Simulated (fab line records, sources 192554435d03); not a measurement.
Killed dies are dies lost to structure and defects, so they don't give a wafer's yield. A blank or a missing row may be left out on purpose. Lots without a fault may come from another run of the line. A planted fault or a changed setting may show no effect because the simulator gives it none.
fab line records | flow n5_finfet
record lots=12 wafers=35 last_day=16
route steps=1938 shown BEOL_M7@1320 BEOL_M8@1333 PASSIVATION@1936
lots that met no fault: from a run of the same line without faults
start_h: hours from the record's first day to the start of the lot's first wafer shown | wait_h: hours since the lot's step before | " the same as in the row above | L1.1+2: a row that stands for several wafers | - no value, or no start given | * or withheld: withheld | < > ~ a bound
route shown NAME@n: a module of which the file shows steps, and the number in the route of the first | usual: mean/standard deviation of fault-free wafers | same: alike in all rows | chamber/n: place in a boat | sites: the reading at each site | _std_site: their standard deviation | _edge_site: outer sites' mean less inner sites' | radius_mm: how far each site lies from the wafer's centre | mask NAME#n: copy n | behind: the tool/chamber that last shaped the wafer | hold: why the lot was held/for how many hours/how that ended | device: the transistor (n, p or np) that didn't switch | end of line: the same wafers' tests at the end of the route | a step without rows: its recipe alone | killed: dies lost to structure and defects at the first sort, not the wafer's yield | map: a wafer's dies, x killed, . not, _ none there
set.NAME: the setting as run; set.NAME@STEP: as run at that earlier step | model.NAME: the simulator's own value behind a step, which no gauge read
steps of the route over a sample of lots; a table a step, a row a wafer
services: from which hour (start_h, from the record's first day; less than 0 if before it) a tool's chamber was out of use, for how many hours, and why
## steps
# step N5_BEOL_M7_ALD_77
# recipe material=TaN target_thk_a=20 temp_c=275 ald_precursor_family=PDMAT ald_co_reactant=NH3 pressure_torr=3 carrier_flow_sccm=1500 pulse_time_s=2 purge_time_s=3 co_reactant_purge_time_s=2 co_reactant_pulse_time_s=3 ald_cycles=40 precursor_vessel_temp_c=75 precursor_vessel_pressure_torr=26.25 precursor_vessel_carrier_sccm=1000
# usual chamber_pressure_Torr=3.001/0.0069 heater_power_w=424/38
# same co_reactant_pulse_time_s=3
# columns lot.wafer tool chamber start_h wait_h chamber_pressure_Torr heater_power_w
L308.3 ald_metal-02 1 188.33 0.0 2.992 436
L308.4 " 1 " " 2.996 431
L308.6 " 2 " " 2.995 407
L307.3 ald_metal-03 0 188.94 0.0 2.997 376
L307.5 " 0 " " 2.995 386
L307.6 " 1 " " 3.012 383
L310.2 ald_metal-02 1 209.58 0.3 2.999 442
L310.5 " 1 " " 2.994 431
L311.1 ald_metal-04 1 218.45 0.0 3.010 423
L311.3 " 0 " " 3.001 433
L311.6 " 2 " " 3.006 424
L313.1 ald_metal-03 1 224.02 0.0 3.002 381
L313.2 " 0 " " 2.999 371
L313.4 " 3 " " 3.001 425
L312.1 ald_metal-03 3 225.98 0.1 3.002 419
L312.3 " 1 " " 3.007 373
L312.5 " 3 " " 2.996 418
L315.1 ald_metal-03 2 232.84 0.1 2.993 430
L315.2 " 3 " " 2.993 423
L315.3 " 1 " " 2.995 379
L319.2 ald_metal-04 0 257.32 0.1 2.997 436
L319.3 " 1 " " 2.998 418
L319.5 " 1 " " 3.009 414
L318.2 ald_metal-04 2 260.75 0.0 2.987 429
L318.4 " 3 " " 3.005 462
L318.5 " 3 " " 3.000 475
L323.2 ald_metal-03 1 285.53 0.1 3.002 375
L323.5 " 2 " " 2.995 422
L323.6 " 1 " " 3.009 390
L321.1 ald_metal-04 0 285.73 0.2 2.994 429
L321.3 " 2 " " 3.005 445
L321.5 " 2 " " 3.006 425
L324.1 ald_metal-03 3 301.03 0.0 2.988 419
L324.2 " 1 " " 2.997 377
L324.6 " 3 " " 2.996 422
# step N5_BEOL_M7_SPUTTER_48
# recipe material=Cu target_thk_a=100 temp_c=-20 bias_v=60 power_w=26000 chamber_pressure_pa=0.13 time_s=1.667
# usual cathode_dc_power_W=26001/4.8 throttle_valve_pct=29.7/1.3
# columns lot.wafer tool chamber start_h wait_h cathode_dc_power_W throttle_valve_pct
L308.3 pvd_sputter-02 - 189.03 0.1 26003 30.2
L308.4 " - " " 25999 28.7
L308.6 " - " " 25990 29.8
L307.3 pvd_sputter-02 - 191.15 1.5 25995 28.9
L307.5 " - " " 26008 28.5
L307.6 " - " " 25991 26.7
L310.2 pvd_sputter-01 - 210.13 0.1 26000 29.4
L310.5 " - " " 26008 30.7
L311.1 pvd_sputter-01 - 219.15 0.1 25999 31.0
L311.3 " - " " 25992 30.9
L311.6 " - " " 25996 29.5
L313.1 pvd_sputter-02 - 224.86 0.1 26004 26.7
L313.2 " - " " 26005 29.5
L313.4 " - " " 25995 30.3
L312.1 pvd_sputter-01 - 226.50 0.1 26006 29.0
L312.3 " - " " 25991 30.8
L312.5 " - " " 25999 31.2
L315.1 pvd_sputter-01 - 233.32 0.1 26006 31.4
L315.2 " - " " 26001 29.4
L315.3 " - " " 26001 30.6
L319.2 pvd_sputter-01 - 258.07 0.2 26002 29.0
L319.3 " - " " 26001 29.5
L319.5 " - " " 26001 28.8
L318.2 pvd_sputter-02 - 261.25 0.1 26000 29.8
L318.4 " - " " 25996 26.9
L318.5 " - " " 26003 28.5
L323.2 pvd_sputter-01 - 287.77 1.7 26010 29.4
L323.5 " - " " 26000 30.9
L323.6 " - " " 26001 29.4
L321.1 pvd_sputter-01 - 287.85 1.2 26006 29.3
L321.3 " - " " 26001 29.1
L321.5 " - " " 26008 29.1
L324.1 pvd_sputter-03 - 301.64 0.1 26001 30.5
L324.2 " - " " 25997 29.7
L324.6 " - " " 25996 30.1
# step N5_BEOL_M8_CURE_74
# recipe temp_c=385 time_s=240 ambient=He/Ar material=SiCOH_lowk
# usual lamp_power_pct=52.31/0.058 wafer_temp_C_max=386.6/0.63
# columns lot.wafer tool chamber start_h wait_h lamp_power_pct wafer_temp_C_max
L308.3 uv_cure-03 2 190.27 0.2 52.37 387.2
L308.4 " 2 " " 52.36 387.9
L308.6 " 2 " " 52.32 387.4
L307.3 uv_cure-03 2 192.38 0.2 52.26 387.3
L307.5 " 2 " " 52.18 386.9
L307.6 " 2 " " 52.20 386.9
L310.2 uv_cure-03 0 211.50 0.1 52.40 387.3
L310.5 " 0 " " 52.30 386.7
L311.1 uv_cure-02 2 220.55 0.2 52.22 386.4
L311.3 " 2 " " 52.36 386.2
L311.6 " 2 " " 52.25 386.0
L313.1 uv_cure-03 0 227.36 0.1 52.34 387.7
L313.2 " 0 " " 52.27 386.9
L313.4 " 0 " " 52.37 386.8
L312.1 uv_cure-02 2 228.78 0.1 52.45 386.7
L312.3 " 2 " " 52.20 385.8
L312.5 " 2 " " 52.23 387.2
L315.1 uv_cure-02 0 234.82 0.2 52.25 386.2
L315.2 " 0 " " 52.20 386.0
L315.3 " 0 " " 52.29 386.1
L319.2 uv_cure-03 1 259.40 0.2 52.26 385.5
L319.3 " 1 " " 52.25 385.6
L319.5 " 1 " " 52.36 386.2
L318.2 uv_cure-03 0 262.40 0.1 52.22 386.8
L318.4 " 0 " " 52.32 387.5
L318.5 " 0 " " 52.31 387.5
L323.2 uv_cure-02 2 288.98 0.1 52.32 386.3
L323.5 " 2 " " 52.24 386.2
L323.6 " 2 " " 52.38 386.7
L321.1 uv_cure-01 2 289.02 0.0 52.30 386.2
L321.3 " 2 " " 52.31 386.3
L321.5 " 2 " " 52.31 386.6
L324.1 uv_cure-01 2 303.02 0.0 52.33 386.1
L324.2 " 2 " " 52.29 385.7
L324.6 " 2 " " 52.25 386.2
# step N5_BEOL_M8_COAT_60
# recipe resist=SiARC temp_c=220 time_s=60 spin_rpm=1500 resist_thk_nm=35
# usual plate_temp_C=219.99/0.16 spin_speed_rpm=1499.9/0.99
# columns lot.wafer tool chamber start_h wait_h plate_temp_C spin_speed_rpm
L308.3 litho_track-02 0 191.78 - 220.21 1498.1
L308.4 " 0 " " 219.94 1499.5
L308.6 " 0 " " 220.05 1499.8
L307.3 litho_track-02 0 193.32 - 220.09 1502.8
L307.5 " 0 " " 220.06 1498.8
L307.6 " 0 " " 220.20 1500.0
L310.2 litho_track-03 0 213.24 - 219.97 1501.3
L310.5 " 0 " " 220.14 1499.2
L311.1 litho_track-02 0 221.81 - 219.73 1499.9
L311.3 " 0 " " 220.04 1499.8
L311.6 " 0 " " 220.20 1500.2
L313.1 litho_track-05 0 229.15 - 220.00 1499.9
L313.2 " 0 " " 220.15 1501.2
L313.4 " 0 " " 220.08 1501.0
L312.1 litho_track-05 0 229.95 - 219.95 1499.7
L312.3 " 0 " " 219.69 1500.3
L312.5 " 0 " " 219.79 1500.9
L315.1 litho_track-05 0 236.34 - 219.94 1498.9
L315.2 " 0 " " 220.01 1499.5
L315.3 " 0 " " 219.76 1497.6
L319.2 litho_track-05 0 260.68 - 220.13 1499.1
L319.3 " 0 " " 220.02 1500.0
L319.5 " 0 " " 219.86 1498.5
L318.2 litho_track-05 0 263.74 - 219.96 1501.5
L318.4 " 0 " " 219.91 1499.4
L318.5 " 0 " " 219.95 1498.0
L323.2 litho_track-05 0 289.81 - 220.20 1596.9
L323.5 " 0 " " 219.96 1597.1
L323.6 " 0 " " 220.11 1597.8
L321.1 litho_track-03 0 289.84 - 219.81 1500.9
L321.3 " 0 " " 219.93 1501.6
L321.5 " 0 " " 219.67 1500.1
L324.1 litho_track-05 0 304.71 - 220.07 1596.7
L324.2 " 0 " " 220.25 1595.7
L324.6 " 0 " " 220.04 1598.3
# step N5_PASSIVATION_PROBE_49
# usual defect_limited_yield=90.9/1.5 killed_at_M0_to_M3=36/9.9 killed_at_M4_up=13/4.5 killed_at_contacts=13/6.4 killed_at_front_end=42/12 killed_at_other=3.4/3 killed_dies=107/18 killed_open=69/13 killed_short=35/8.2 sort_bin_5_function=5.3/1.1 sort_bin_6_memory=3.4/0.69 sort_n_pass=1073/18 sort_yield_pct=90.9/1.5
# same gross_dies=1180 killed_at_back_side=0 sort_bin_4_leakage[%]=0 sort_bin_8_speed[%]=0
# columns lot.wafer tool chamber start_h wait_h defect_limited_yield[%] killed_at_M0_to_M3 killed_at_M4_up killed_at_contacts killed_at_front_end killed_at_other killed_dies killed_open killed_short sort_bin_5_function[%] sort_bin_6_memory[%] sort_n_pass sort_yield_pct[%]
L319.2 prober-01 - 331.63 0.1 90.2 42 26 8 38 2 116 82 33 5.7 3.6 1064 90.2
L319.3 prober-01 - 331.68 0.1 92.1 26 24 9 33 1 93 67 25 5.1 2.6 1087 92.1
L319.5 prober-01 - 331.78 0.2 90.1 38 16 11 51 1 117 66 41 5.8 3.1 1063 90.1
L321.1 prober-01 - 352.08 0.0 92.8 29 10 5 41 0 85 51 33 4.2 2.5 1095 92.8
# killed by level:class
L319.2 BEOL_M4:geometric_particle:open=17 BEOL_M1:geometric_particle:open=9 BEOL_M3:geometric_particle:open=9 FIN_SAQP:geometric_particle:open=8 MOL_CONTACT_COAG:geometric_particle:open=7 FIN_SAQP:geometric_particle:short=5 BEOL_M0:geometric_particle:open=5 BEOL_M2:geometric_particle:open=5
L319.3 BEOL_M4:geometric_particle:open=15 FIN_SAQP:geometric_particle:open=10 BEOL_M1:geometric_particle:open=8 DUMMY_GATE:geometric_particle:open=7 MOL_CONTACT_COAG:geometric_particle:open=7 BEOL_M3:geometric_particle:open=7 FIN_SAQP:geometric_particle:short=5 BEOL_M0_SAQP:geometric_particle:open=5
L319.5 MOL_CONTACT_COAG:geometric_particle:open=10 FIN_SAQP:geometric_particle:open=9 BEOL_M2:geometric_particle:open=9 HKMG_FIN:area_etch=8 FIN_SAQP:geometric_particle:short=7 ILD0:geometric_particle:short=7 GATE_CUT:geometric_particle:short=7 BEOL_M3:geometric_particle:open=7
L321.1 STI_FIN_REVEAL:geometric_particle:open=8 BEOL_M0_SAQP:geometric_particle:open=8 BEOL_M0_SAQP:geometric_particle:short=8 GATE_CUT:geometric_particle:short=7 STARTING-WAFER:geometric_particle:open=7 BEOL_M2:geometric_particle:open=6 MOL_CONTACT_COAG:geometric_particle:open=4 BEOL_M1:geometric_particle:open=4
## services
# columns tool chamber start_h hours kind
litho_track-05 - 173.30 - consumable_replace:filter
litho_track-03 - 176.20 - consumable_replace:filter
ald_metal-02 3 177.12 19.9 repair
uv_cure-01 - 186.60 0.4 repair
uv_cure-03 - 197.14 0.9 repair
uv_cure-01 - 209.12 2.1 pm
ald_metal-04 - 223.20 0.6 repair
uv_cure-01 - 228.81 7.5 pm
ald_metal-03 0 231.60 2.0 repair
uv_cure-03 - 247.21 7.5 pm
uv_cure-03 - 269.23 9.7 repair
uv_cure-02 - 278.54 2.1 pm
ald_metal-04 1 284.38 6.7 repair
uv_cure-03 - 286.11 7.5 pm
## key
first_sign step=N5_BEOL_M8_COAT_60 reading=spin_speed_rpm direction=up sigmas=98 usual=* struck=*
effect none on later readings
met_at N5_BEOL_M8_COAT_60
struck_lots L323,L324
not_acting_at N5_BEOL_M7_ALD_77,N5_BEOL_M7_SPUTTER_48,N5_BEOL_M8_CURE_74
onset_between 263.74 289.81
fault kind=process_parameter_drift tool=litho_track-05 chamber=- onset_h=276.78 steps=N5_BEOL_M8_COAT_60 channel=spin_rpm offset=* shape=step end_h=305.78 acts_in=* stated=*
